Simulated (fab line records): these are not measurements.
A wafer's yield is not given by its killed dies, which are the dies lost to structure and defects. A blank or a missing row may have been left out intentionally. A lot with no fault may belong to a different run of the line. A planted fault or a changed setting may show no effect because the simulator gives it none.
fab line records ; flow n5_finfet
record: lots: 7; wafers: 21
route steps=1938 shown BEOL_M0@721 BEOL_M1@794 BEOL_M2@867 BEOL_M3@957 BEOL_M4@1040
start_h: the number of hours between the record's first day and the start of the first shown wafer of the lot ; wait_h: hours since the lot's step before ; " unchanged from the row above ; L1.1+2: several wafers, shown together as one row ; - value missing, or start not given ; * or withheld: withheld ; < > ~ a bound
route shown NAME@n: names a module that has steps shown in the file, with the first one's number in the route ; usual: mean and standard deviation over wafers with no fault ; same: alike in all rows ; chamber/n: place in a boat ; sites: per-site readings ; _std_site: the standard deviation of these ; _edge_site: the outer-site mean with the inner-site mean subtracted ; radius_mm: how far each site lies from the wafer's centre ; mask NAME#n: copy n ; behind: the last tool/chamber to shape the wafer ; hold: cause of the lot's hold/its duration in hours/its outcome ; device: the transistor (n, p or np) that didn't switch ; end of line: the same wafers' tests at the end of the route ; a step given without rows: its recipe and nothing more ; killed: at the first sort, the dies lost to defects and structure; wafer yield is something else ; map: a wafer's dies, marking killed ones x, the rest . and places with no die _
set.NAME: the setting the step ran with; set.NAME@STEP: the setting that earlier step ran with ; model.NAME: the simulator's own value behind a step, which no gauge read
one table per step and one row per wafer, for lots whose settings were changed on purpose
== steps ==
step: N5_BEOL_M0_TRENCH_ETCH_107
recipe: chemistry: C4F6/O2; target_depth_a: 328; target: SiOC; time_s: 16.4; ion_energy_ev: 250; pressure_mtorr: 30; source_w: 355; bias_w: 185; Ar_flow_sccm: 300; C4F6_flow_sccm: 10; O2_flow_sccm: 10
lot.wafer;tool;chamber;start_h;wait_h;set.target_depth_a;model.BEOL_M0.feature_depth_nm
L077.1+6;rie_diel-02;0,2;136.70;0.0;328;33
L077.5;rie_diel-02;3;136.70;0.0;345;34.8
L078.4;rie_diel-06;1;144.70;0.0;301.9;30
L078.5;rie_diel-06;1;144.70;0.0;328;32.4
L078.6;rie_diel-06;0;144.70;0.0;328;32.8
L080.1;rie_diel-01;2;155.62;0.0;328;33
L080.5;rie_diel-01;1;155.62;0.0;328;32
L080.6;rie_diel-01;0;155.62;0.0;328;32.8
L083.4+6;rie_diel-06;0;174.23;0.0;328;32.8
L083.5;rie_diel-06;3;174.23;0.0;328;33
L084.2;rie_diel-02;0;184.15;0.0;328;32.4
L084.4;rie_diel-02;1;184.15;0.0;308.1;31
L084.6;rie_diel-02;1;184.15;0.0;328;33
L096.3;rie_diel-02;0;247.88;0.0;307.1;30.6
L096.5;rie_diel-02;3;247.88;0.0;328;32.6
L096.6;rie_diel-02;2;247.88;0.0;307.1;30.4
L097.2+5;rie_diel-02;1,0;250.06;0.0;328;33.2
L097.4;rie_diel-02;0;250.06;0.0;356.7;35.8
step: N5_BEOL_M0_STRIP_142
recipe: chemistry: N2/H2; time_s: 10; power_w: 450; temp_c: 40; pressure_mtorr: 20; rf_frequency_hz: 6e+07; bias_power_w: 7; n2_flow_sccm: 200; h2_flow_sccm: 200
step: N5_BEOL_M0_OCD_MEAS_108
usual: trench_depth_nm: 32.7/0.51
lot.wafer;tool;chamber;start_h;wait_h;set.target_depth_a@BEOL_M0_TRENCH_ETCH_107;trench_depth_nm
L077.1;ocd-02;-;136.80;0.1;328;33.1
L077.5;ocd-02;-;136.80;0.1;345;34.6
L077.6;ocd-02;-;136.80;0.1;328;32.5
L078.4;ocd-02;-;144.81;0.1;301.9;30.0
L078.5;ocd-02;-;144.81;0.1;328;32.4
L078.6;ocd-02;-;144.81;0.1;328;33.1
L080.1;ocd-02;-;155.72;0.1;328;32.6
L080.5;ocd-02;-;155.72;0.1;328;31.9
L080.6;ocd-02;-;155.72;0.1;328;33.1
L083.4;ocd-01;-;174.34;0.1;328;32.9
L083.5;ocd-01;-;174.34;0.1;328;33.3
L083.6;ocd-01;-;174.34;0.1;328;32.9
L084.2;ocd-01;-;184.26;0.1;328;32.7
L084.4;ocd-01;-;184.26;0.1;308.1;30.5
L084.6;ocd-01;-;184.26;0.1;328;33.2
L096.3;ocd-01;-;247.99;0.1;307.1;30.8
L096.5;ocd-01;-;247.99;0.1;328;32.5
L096.6;ocd-01;-;247.99;0.1;307.1;30.1
L097.2;ocd-02;-;250.17;0.1;328;33.2
L097.4;ocd-02;-;250.17;0.1;356.7;36.0
L097.5;ocd-02;-;250.17;0.1;328;32.9
step: N5_BEOL_M1_ETCH_70
recipe: chemistry: N2/H2; target: SOC; target_depth_a: 800; overetch_a: 160; mask_material: SiARC; temp_c: 40; time_s: 120; ion_energy_ev: 200; pressure_mtorr: 30; source_w: 840; bias_w: 150; n2_flow_sccm: 200; h2_flow_sccm: 200
usual: rf_vpp_V: 523.3/2.6
lot.wafer;tool;chamber;start_h;wait_h;set.source_w;rf_vpp_V
L077.1;rie_diel-05;2;144.17;0.0;978.2;499.2
L077.5;rie_diel-05;2;144.17;0.0;840;525.9
L077.6;rie_diel-05;1;144.17;0.0;840;519.5
L078.4;rie_diel-05;3;157.08;0.0;792.3;533.1
L078.5;rie_diel-05;3;157.08;0.0;792.3;534.7
L078.6;rie_diel-05;0;157.08;0.0;840;525.2
L080.1;rie_diel-05;0;164.06;0.0;840;524.7
L080.5;rie_diel-05;0;164.06;0.0;840;525.2
L080.6;rie_diel-05;3;164.06;0.0;840;523.2
L083.4;rie_diel-03;0;185.08;0.0;840;524.7
L083.5;rie_diel-03;0;185.08;0.0;840;523.2
L083.6;rie_diel-03;3;185.08;0.0;840;522.6
L084.2;rie_diel-04;1;191.45;0.0;840;521.6
L084.4;rie_diel-04;0;191.45;0.0;762.3;538.2
L084.6;rie_diel-04;3;191.45;0.0;762.3;537.5
L096.3;rie_diel-03;2;260.15;0.0;840;525.8
L096.5;rie_diel-03;3;260.15;0.0;840;522.9
L096.6;rie_diel-03;2;260.15;0.0;840;526.8
L097.2;rie_diel-04;1;264.97;0.0;970.8;496.4
L097.4;rie_diel-04;3;264.97;0.0;970.8;498.2
L097.5;rie_diel-04;0;264.97;0.0;840;520.3
step: N5_BEOL_M1_TRENCH_ETCH_37
recipe: chemistry: C4F6/O2; target_depth_a: 552.07; target: SiOC; time_s: 29; ion_energy_ev: 250; pressure_mtorr: 30; source_w: 355; bias_w: 185; Ar_flow_sccm: 300; C4F6_flow_sccm: 10; O2_flow_sccm: 10
lot.wafer;tool;chamber;start_h;wait_h;set.time_s;model.etch.depth_nm;model.BEOL_M1.feature_depth_nm
L077.1;rie_diel-05;2;-;-;29;54.28;54.2
L077.5;rie_diel-05;2;-;-;32.29;60.55;60.6
L077.6;rie_diel-05;1;-;-;29;52.26;52.2
L078.4;rie_diel-05;3;-;-;29;55.24;55.2
L078.5;rie_diel-05;3;-;-;29;55.22;55.2
L078.6;rie_diel-05;0;-;-;29;55.81;55.8
L080.1;rie_diel-05;0;-;-;29;55.37;55.4
L080.5;rie_diel-05;0;-;-;29;55.89;55.8
L080.6;rie_diel-05;3;-;-;29;54.81;54.8
L083.4;rie_diel-03;0;-;-;29;55.03;55
L083.5;rie_diel-03;0;-;-;30.82;58.59;58.6
L083.6;rie_diel-03;3;-;-;29;57.76;57.8
L084.2;rie_diel-04;1;-;-;22.93;42.33;42.4
L084.4;rie_diel-04;0;-;-;29;54.85;54.8
L084.6;rie_diel-04;3;-;-;29;55.05;55
L096.3;rie_diel-03;2;-;-;29;54.37;54.4
L096.5;rie_diel-03;3;-;-;33.25;65.23;65.2
L096.6;rie_diel-03;2;-;-;33.25;61.94;62
L097.2;rie_diel-04;1;-;-;29;53.38;53.4
L097.4;rie_diel-04;3;-;-;35.18;66.14;66.2
L097.5;rie_diel-04;0;-;-;35.18;66.89;66.8
step: N5_BEOL_M1_ETCH_41
recipe: chemistry: CH3F/O2; target: SiCN; target_depth_a: 319; taper_deg: 2; time_s: 57.8; ion_energy_ev: 120; mask_material: TiN; pressure_mtorr: 30; source_w: 395; bias_w: 75; Ar_flow_sccm: 150; CH3F_flow_sccm: 30; O2_flow_sccm: 20
step: N5_BEOL_M1_STRIP_97
recipe: chemistry: N2/H2; time_s: 10; power_w: 450; temp_c: 40; pressure_mtorr: 20; rf_frequency_hz: 6e+07; bias_power_w: 7; n2_flow_sccm: 200; h2_flow_sccm: 200
step: N5_BEOL_M1_OCD_MEAS_38
usual: trench_depth_nm: 55.2/1.1
lot.wafer;tool;chamber;start_h;wait_h;set.time_s@BEOL_M1_TRENCH_ETCH_37;trench_depth_nm
L077.1;ocd-01;-;144.54;-;29;54.9
L077.5;ocd-01;-;144.54;-;32.29;61.1
L077.6;ocd-01;-;144.54;-;29;52.9
L078.4;ocd-02;-;157.44;-;29;55.3
L078.5;ocd-02;-;157.44;-;29;55.5
L078.6;ocd-02;-;157.44;-;29;55.7
L080.1;ocd-02;-;164.42;-;29;55.7
L080.5;ocd-02;-;164.42;-;29;56.2
L080.6;ocd-02;-;164.42;-;29;55.1
L083.4;ocd-02;-;185.44;-;29;55.2
L083.5;ocd-02;-;185.44;-;30.82;58.5
L083.6;ocd-02;-;185.44;-;29;58.1
L084.2;ocd-01;-;191.80;-;22.93;42.3
L084.4;ocd-01;-;191.80;-;29;54.5
L084.6;ocd-01;-;191.80;-;29;55.0
L096.3;ocd-01;-;260.51;-;29;54.5
L096.5;ocd-01;-;260.51;-;33.25;65.2
L096.6;ocd-01;-;260.51;-;33.25;62.0
L097.2;ocd-02;-;265.32;-;29;53.4
L097.4;ocd-02;-;265.32;-;35.18;66.0
L097.5;ocd-02;-;265.32;-;35.18;66.8
step: N5_BEOL_M2_COAT_67
recipe: resist: SOC; temp_c: 250; time_s: 60; spin_rpm: 1500; resist_thk_nm: 60
lot.wafer;tool;chamber;start_h;wait_h;set.spin_rpm;model.SOC_of_BEOL_M2_COAT_67.thk_nm
L077.1;litho_track-02;0;151.05;0.0;1500;60
L077.5+6;litho_track-02;0;151.05;0.0;1554;59.2
L078.4+5;litho_track-04;0;164.01;0.0;1650;57.2
L078.6;litho_track-04;0;164.01;0.0;1500;59.8
L080.1+5+6;litho_track-02;0;170.35;0.0;1500;60
L083.4;litho_track-03;0;193.36;0.0;1573;58.8
L083.5;litho_track-03;0;193.36;0.0;1500;60.4
L083.6;litho_track-03;0;193.36;0.0;1573;58.6
L084.2+6;litho_track-04;0;197.26;0.0;1500;59.8
L084.4;litho_track-04;0;197.26;0.0;1430;61.4
L096.3;litho_track-04;0;267.13;0.0;1563;59
L096.5+6;litho_track-04;0;267.13;0.0;1500;60
L097.2;litho_track-03;0;274.20;0.0;1373;62.6
L097.4+5;litho_track-03;0;274.20;0.0;1500;59.8
step: N5_BEOL_M2_DESCUM_33
recipe: chemistry: O2; time_s: 7; source_power_w: 50; bias_power_w: 20; pressure_mtorr: 20; rf_frequency_hz: 2.712e+07; temp_c: 40; resist: CAR-EUV; o2_flow_sccm: 225
lot.wafer;tool;chamber;start_h;wait_h;set.time_s;model.CAR-EUV_of_BEOL_M2_COAT_22.thk_nm
L077.1+5;rie_diel-02;3,1;151.90;0.3;6.081;26.6
L077.6;rie_diel-02;2;151.90;0.3;7;26
L078.4;rie_diel-02;0;164.41;0.0;7;26.2
L078.5+6;rie_diel-02;2,1;164.41;0.0;7;26
L080.1+6;rie_diel-02;1;170.76;0.0;7;26
L080.5;rie_diel-02;0;170.76;0.0;7;26.2
L083.4+5;rie_diel-01;3,0;194.41;0.5;7;26
L083.6;rie_diel-01;1;194.41;0.5;7;26.2
L084.2;rie_diel-02;0;197.66;0.0;8.027;25.4
L084.4;rie_diel-02;1;197.66;0.0;7;26
L084.6;rie_diel-02;3;197.66;0.0;8.027;25.6
L096.3+6;rie_diel-01;1,2;267.71;0.1;7;26.2
L096.5;rie_diel-01;1;267.71;0.1;7;26
L097.2+5;rie_diel-06;3;275.11;0.4;8.096;25.6
L097.4;rie_diel-06;0;275.11;0.4;7;26
step: N5_BEOL_M2_ETCH_77
recipe: chemistry: N2/H2; target: underlayer; target_depth_a: 65; mask_material: CAR-EUV; time_s: 5.2; ion_energy_ev: 200; pressure_mtorr: 30; source_w: 840; bias_w: 150; n2_flow_sccm: 200; h2_flow_sccm: 200; ends: cleared
lot.wafer;tool;chamber;start_h;wait_h;set.time_s@BEOL_M2_DESCUM_33;model.CAR-EUV_of_BEOL_M2_COAT_22.thk_nm
L077.1+5;rie_diel-02;3,1;151.93;0.0;6.081;20.8
L077.6;rie_diel-02;2;151.93;0.0;7;20.4
L078.4+5;rie_diel-02;0,2;164.45;0.0;7;20.4
L078.6;rie_diel-02;1;164.45;0.0;7;20.2
L080.1+6;rie_diel-02;1;170.79;0.0;7;20.2
L080.5;rie_diel-02;0;170.79;0.0;7;20.4
L083.4+5;rie_diel-01;3,0;194.44;0.0;7;20.2
L083.6;rie_diel-01;1;194.44;0.0;7;20.4
L084.2+6;rie_diel-02;0,3;197.70;0.0;8.027;19.8
L084.4;rie_diel-02;1;197.70;0.0;7;20.2
L096.3+5+6;rie_diel-01;1,1,2;267.74;0.0;7;20.4
L097.2+5;rie_diel-06;3;275.14;0.0;8.096;19.8
L097.4;rie_diel-06;0;275.14;0.0;7;20.4
step: N5_BEOL_M2_ETCH_69
recipe: chemistry: CF4; target: SiARC; target_depth_a: 156; mask_material: CAR-EUV; time_s: 26; ion_energy_ev: 80; pressure_mtorr: 40; source_w: 545; bias_w: 36; Ar_flow_sccm: 100; cf4_flow_sccm: 100; ends: cleared
lot.wafer;tool;chamber;start_h;wait_h;set.time_s@BEOL_M2_DESCUM_33;model.CAR-EUV_of_BEOL_M2_COAT_22.thk_nm
L077.1+5;rie_diel-02;3,1;151.95;0.0;6.081;11.6
L077.6;rie_diel-02;2;151.95;0.0;7;11.2
L078.4+5;rie_diel-02;0,2;164.47;0.0;7;11.2
L078.6;rie_diel-02;1;164.47;0.0;7;11
L080.1+5;rie_diel-02;1,0;170.81;0.0;7;11.2
L080.6;rie_diel-02;1;170.81;0.0;7;11
L083.4+5;rie_diel-01;3,0;194.46;0.0;7;11
L083.6;rie_diel-01;1;194.46;0.0;7;11.2
L084.2+6;rie_diel-02;0,3;197.72;0.0;8.027;10.6
L084.4;rie_diel-02;1;197.72;0.0;7;11
L096.3+5+6;rie_diel-01;1,1,2;267.76;0.0;7;11.2
L097.2+5;rie_diel-06;3;275.16;0.0;8.096;10.6
L097.4;rie_diel-06;0;275.16;0.0;7;11
step: N5_BEOL_M2_ALD_98
recipe: material: SiO2; target_thk_a: 25; temp_c: 100; ald_precursor_family: BDEAS; ald_co_reactant: O2-plasma; pulse_time_s: 1; co_reactant_pulse_time_s: 1; purge_time_s: 2; co_reactant_purge_time_s: 2; ald_cycles: 17; pressure_torr: 2
step: N5_BEOL_M2_ETCHBACK_99
recipe: chemistry: CHF3; target: SiO2; target_depth_a: 50; time_s: 10.4; source_w: 215; bias_w: 47; Ar_flow_sccm: 200; CHF3_flow_sccm: 12; ion_energy_ev: 100; pressure_mtorr: 30
step: N5_BEOL_M2_ETCH_70
recipe: chemistry: N2/H2; target: SOC; target_depth_a: 800; overetch_a: 240; mask_material: SiARC; temp_c: 40; time_s: 130; ion_energy_ev: 200; pressure_mtorr: 30; source_w: 840; bias_w: 150; n2_flow_sccm: 200; h2_flow_sccm: 200
lot.wafer;tool;chamber;start_h;wait_h;set.spin_rpm@BEOL_M2_COAT_67;model.etch.depth_nm
L077.1;rie_diel-02;2;152.40;0.0;1500;59.96
L077.5;rie_diel-02;1;152.40;0.0;1554;59.19
L077.6;rie_diel-02;2;152.40;0.0;1554;59.21
L078.4;rie_diel-01;0;167.41;0.0;1650;57.2
L078.5;rie_diel-01;1;167.41;0.0;1650;57.16
L078.6;rie_diel-01;3;167.41;0.0;1500;59.78
L080.1;rie_diel-06;3;173.25;0.0;1500;60
L080.5;rie_diel-06;1;173.25;0.0;1500;60.06
L080.6;rie_diel-06;0;173.25;0.0;1500;60.04
L083.4;rie_diel-06;2;194.76;0.0;1573;58.79
L083.5;rie_diel-06;3;194.76;0.0;1500;60.33
L083.6;rie_diel-06;2;194.76;0.0;1573;58.68
L084.2;rie_diel-01;1;198.69;0.0;1500;59.88
L084.4;rie_diel-01;3;198.69;0.0;1430;61.3
L084.6;rie_diel-01;2;198.69;0.0;1500;59.78
L096.3;rie_diel-01;1;268.73;0.0;1563;58.92
L096.5;rie_diel-01;3;268.73;0.0;1500;60.07
L096.6;rie_diel-01;1;268.73;0.0;1500;60.05
L097.2;rie_diel-01;3;279.93;0.0;1373;62.65
L097.4;rie_diel-01;2;279.93;0.0;1500;59.82
L097.5;rie_diel-01;3;279.93;0.0;1500;59.85
step: N5_BEOL_M3_COAT_67
recipe: resist: SOC; temp_c: 250; time_s: 60; spin_rpm: 1500; resist_thk_nm: 60
lot.wafer;tool;chamber;start_h;wait_h;set.spin_rpm;model.SOC_of_BEOL_M3_COAT_67.thk_nm
L077.1;litho_track-01;0;158.46;0.0;1500;59.8
L077.5+6;litho_track-01;0;158.46;0.0;1500;60
L078.4;litho_track-02;0;173.84;0.0;1500;59.8
L078.5;litho_track-02;0;173.84;0.0;1424;61.4
L078.6;litho_track-02;0;173.84;0.0;1424;61.2
L080.1;litho_track-01;0;180.25;0.0;1500;59.8
L080.5+6;litho_track-01;0;180.25;0.0;1500;60
L083.4+5;litho_track-01;0;200.47;0.0;1500;60
L083.6;litho_track-01;0;200.47;0.0;1629;57.4
L084.2+4+6;litho_track-01;0;205.64;0.0;1611;58
L096.3+5;litho_track-05;0;274.67;0.0;1500;59.8
L096.6;litho_track-05;0;274.67;0.0;1500;60
L097.2;litho_track-02;0;285.50;0.0;1500;60
L097.4+5;litho_track-02;0;285.50;0.0;1500;59.8
step: N5_BEOL_M3_COAT_68
recipe: resist: SiARC; temp_c: 220; time_s: 60; spin_rpm: 1500; resist_thk_nm: 12
step: N5_BEOL_M3_COAT_76
recipe: resist: underlayer; temp_c: 205; time_s: 60; spin_rpm: 1500; resist_thk_nm: 5
step: N5_BEOL_M3_ALD_98
recipe: material: SiO2; target_thk_a: 25; temp_c: 100; ald_precursor_family: BDEAS; ald_co_reactant: O2-plasma; pulse_time_s: 1; co_reactant_pulse_time_s: 1; purge_time_s: 2; co_reactant_purge_time_s: 2; ald_cycles: 17; pressure_torr: 2
step: N5_BEOL_M3_ETCHBACK_99
recipe: chemistry: CHF3; target: SiO2; target_depth_a: 50; time_s: 10.4; source_w: 215; bias_w: 47; Ar_flow_sccm: 200; CHF3_flow_sccm: 12; ion_energy_ev: 100; pressure_mtorr: 30
step: N5_BEOL_M3_ETCH_70
recipe: chemistry: N2/H2; target: SOC; target_depth_a: 800; overetch_a: 160; mask_material: SiARC; temp_c: 40; time_s: 120; ion_energy_ev: 200; pressure_mtorr: 30; source_w: 840; bias_w: 150; n2_flow_sccm: 200; h2_flow_sccm: 200
lot.wafer;tool;chamber;start_h;wait_h;set.spin_rpm@BEOL_M3_COAT_67;model.etch.depth_nm
L077.1;rie_diel-04;2;162.32;0.0;1500;59.84
L077.5;rie_diel-04;1;162.32;0.0;1500;59.91
L077.6;rie_diel-04;0;162.32;0.0;1500;60.05
L078.4;rie_diel-04;1;174.99;0.0;1500;59.88
L078.5;rie_diel-04;3;174.99;0.0;1424;61.43
L078.6;rie_diel-04;0;174.99;0.0;1424;61.29
L080.1;rie_diel-03;1;187.32;0.0;1500;59.81
L080.5;rie_diel-03;1;187.32;0.0;1500;59.98
L080.6;rie_diel-03;2;187.32;0.0;1500;59.95
L083.4;rie_diel-03;3;205.41;0.0;1500;59.91
L083.5;rie_diel-03;1;205.41;0.0;1500;59.95
L083.6;rie_diel-03;2;205.41;0.0;1629;57.5
L084.2+4;rie_diel-04;3,0;206.57;0.0;1611;58
L084.6;rie_diel-04;2;206.57;0.0;1611;57.93
L096.3;rie_diel-04;2;275.66;0.0;1500;59.83
L096.5;rie_diel-04;1;275.66;0.0;1500;59.85
L096.6;rie_diel-04;0;275.66;0.0;1500;59.99
L097.2;rie_diel-04;1;301.45;0.0;1500;59.92
L097.4;rie_diel-04;1;301.45;0.0;1500;59.82
L097.5;rie_diel-04;0;301.45;0.0;1500;59.79
step: N5_BEOL_M3_STRIP_71
recipe: chemistry: N2/H2; temp_c: 40; n2_flow_sccm: 200; h2_flow_sccm: 200; rf_frequency_hz: 6e+07
step: N5_BEOL_M3_STRIP_78
recipe: chemistry: N2/H2; temp_c: 40; n2_flow_sccm: 200; h2_flow_sccm: 200; rf_frequency_hz: 6e+07
step: N5_BEOL_M3_VIA_ETCH_34
recipe: chemistry: C4F6/O2; target_depth_a: 694; mask_material: SOC; pressure_mtorr: 15; ion_energy_ev: 250; taper_deg: 4; time_s: 65.9; source_w: 350; bias_w: 170; Ar_flow_sccm: 300; C4F6_flow_sccm: 10; O2_flow_sccm: 10
lot.wafer;tool;chamber;start_h;wait_h;set.spin_rpm@BEOL_M3_COAT_67;model.SOC_of_BEOL_M3_COAT_67.thk_nm
L077.1;rie_diel-04;2;163.41;0.0;1500;51.6
L077.5+6;rie_diel-04;1,0;163.41;0.0;1500;52
L078.4;rie_diel-04;1;175.09;0.0;1500;52
L078.5;rie_diel-04;3;175.09;0.0;1424;53.4
L078.6;rie_diel-04;0;175.09;0.0;1424;53.2
L080.1;rie_diel-03;1;187.42;0.0;1500;51.6
L080.5+6;rie_diel-03;1,2;187.42;0.0;1500;51.8
L083.4;rie_diel-03;3;205.49;0.0;1500;51.4
L083.5;rie_diel-03;1;205.49;0.0;1500;51.6
L083.6;rie_diel-03;2;205.49;0.0;1629;49.2
L084.2+6;rie_diel-04;3,2;206.67;0.0;1611;49.8
L084.4;rie_diel-04;0;206.67;0.0;1611;50
L096.3;rie_diel-04;2;275.76;0.0;1500;51.6
L096.5+6;rie_diel-04;1,0;275.76;0.0;1500;52
L097.2+4;rie_diel-04;1;301.55;0.0;1500;52.2
L097.5;rie_diel-04;0;301.55;0.0;1500;51.8
step: N5_BEOL_M4_ETCH_64
recipe: chemistry: N2/H2; target: SOC; target_depth_a: 750; overetch_a: 225; mask_material: SiARC; temp_c: 40; time_s: 121.9; ion_energy_ev: 200; pressure_mtorr: 30; source_w: 840; bias_w: 150; n2_flow_sccm: 200; h2_flow_sccm: 200
usual: rf_vpp_V: 525/3
lot.wafer;tool;chamber;start_h;wait_h;set.bias_w;rf_vpp_V;model.SiARC_of_BEOL_M4_COAT_62.thk_nm
L077.1;rie_diel-06;3;168.93;0.0;169.4;570;5.2
L077.5;rie_diel-06;2;168.93;0.0;150;529;6.2
L077.6;rie_diel-06;3;168.93;0.0;150;529;6.2
L078.4;rie_diel-02;3;181.00;0.0;150;521;6.4
L078.5;rie_diel-02;3;181.00;0.0;125.4;463;7.6
L078.6;rie_diel-02;2;181.00;0.0;150;527;6.4
L080.1;rie_diel-06;3;193.68;0.0;150;527;6
L080.5;rie_diel-06;2;193.68;0.0;150;528;6.2
L080.6;rie_diel-06;1;193.68;0.0;150;520;6.4
L083.4;rie_diel-02;2;212.08;0.0;150;527;6.4
L083.5;rie_diel-02;3;212.08;0.0;168.4;561;5.6
L083.6;rie_diel-02;2;212.08;0.0;150;529;6.4
L084.2;rie_diel-01;0;213.19;0.0;150;520;6.2
L084.4;rie_diel-01;3;213.19;0.0;150;523;6.4
L084.6;rie_diel-01;0;213.19;0.0;171.4;566;5.2
L096.3;rie_diel-02;0;281.12;0.0;158.6;542;5.8
L096.5;rie_diel-02;0;281.12;0.0;158.6;543;6
L096.6;rie_diel-02;3;281.12;0.0;150;524;6.4
L097.2;rie_diel-01;0;308.40;0.0;150;528;6
L097.4;rie_diel-01;1;308.40;0.0;150;523;6.2
L097.5;rie_diel-01;1;308.40;0.0;150;522;6.2
== key ==
split: step: N5_BEOL_M0_TRENCH_ETCH_107; setting: target_depth_a; stated: 328; by: wafer
response: step: N5_BEOL_M0_TRENCH_ETCH_107; reading: model.BEOL_M0.feature_depth_nm; change: +0.313; per: 1%; r: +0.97
response: step: N5_BEOL_M0_OCD_MEAS_108; reading: trench_depth_nm; change: +0.347; per: 1%; r: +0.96
split: step: N5_BEOL_M1_ETCH_70; setting: source_w; stated: 840; by: wafer
response: step: N5_BEOL_M1_ETCH_70; reading: rf_vpp_V; change: -1.5; per: 1%; r: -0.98
split: step: N5_BEOL_M1_TRENCH_ETCH_37; setting: time_s; stated: 29; by: wafer
response: step: N5_BEOL_M1_TRENCH_ETCH_37; reading: model.etch.depth_nm; change: +0.608; per: 1%; r: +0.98
response: step: N5_BEOL_M1_TRENCH_ETCH_37; reading: model.BEOL_M1.feature_depth_nm; change: +0.607; per: 1%; r: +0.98
response: step: N5_BEOL_M1_OCD_MEAS_38; reading: trench_depth_nm; change: +0.601; per: 1%; r: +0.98
split: step: N5_BEOL_M2_COAT_67; setting: spin_rpm; stated: 1500; by: wafer
response: step: N5_BEOL_M2_COAT_67; reading: model.SOC_of_BEOL_M2_COAT_67.thk_nm; change: -0.293; per: 1%; r: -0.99
response: step: N5_BEOL_M2_ETCH_70; reading: model.etch.depth_nm; change: -0.29; per: 1%; r: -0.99
split: step: N5_BEOL_M2_DESCUM_33; setting: time_s; stated: 7; by: wafer
response: step: N5_BEOL_M2_DESCUM_33; reading: model.CAR-EUV_of_BEOL_M2_COAT_22.thk_nm; change: -0.0339; per: 1%; r: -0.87
response: step: N5_BEOL_M2_ETCH_77; reading: model.CAR-EUV_of_BEOL_M2_COAT_22.thk_nm; change: -0.0324; per: 1%; r: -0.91
response: step: N5_BEOL_M2_ETCH_69; reading: model.CAR-EUV_of_BEOL_M2_COAT_22.thk_nm; change: -0.0275; per: 1%; r: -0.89
split: step: N5_BEOL_M3_COAT_67; setting: spin_rpm; stated: 1500; by: wafer
response: step: N5_BEOL_M3_COAT_67; reading: model.SOC_of_BEOL_M3_COAT_67.thk_nm; change: -0.301; per: 1%; r: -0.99
response: step: N5_BEOL_M3_ETCH_70; reading: model.etch.depth_nm; change: -0.285; per: 1%; r: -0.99
response: step: N5_BEOL_M3_VIA_ETCH_34; reading: model.SOC_of_BEOL_M3_COAT_67.thk_nm; change: -0.265; per: 1%; r: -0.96
split: step: N5_BEOL_M4_ETCH_64; setting: bias_w; stated: 150; by: wafer
response: step: N5_BEOL_M4_ETCH_64; reading: rf_vpp_V; change: +3.27; per: 1%; r: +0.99
response: step: N5_BEOL_M4_ETCH_64; reading: model.SiARC_of_BEOL_M4_COAT_62.thk_nm; change: -0.0741; per: 1%; r: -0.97
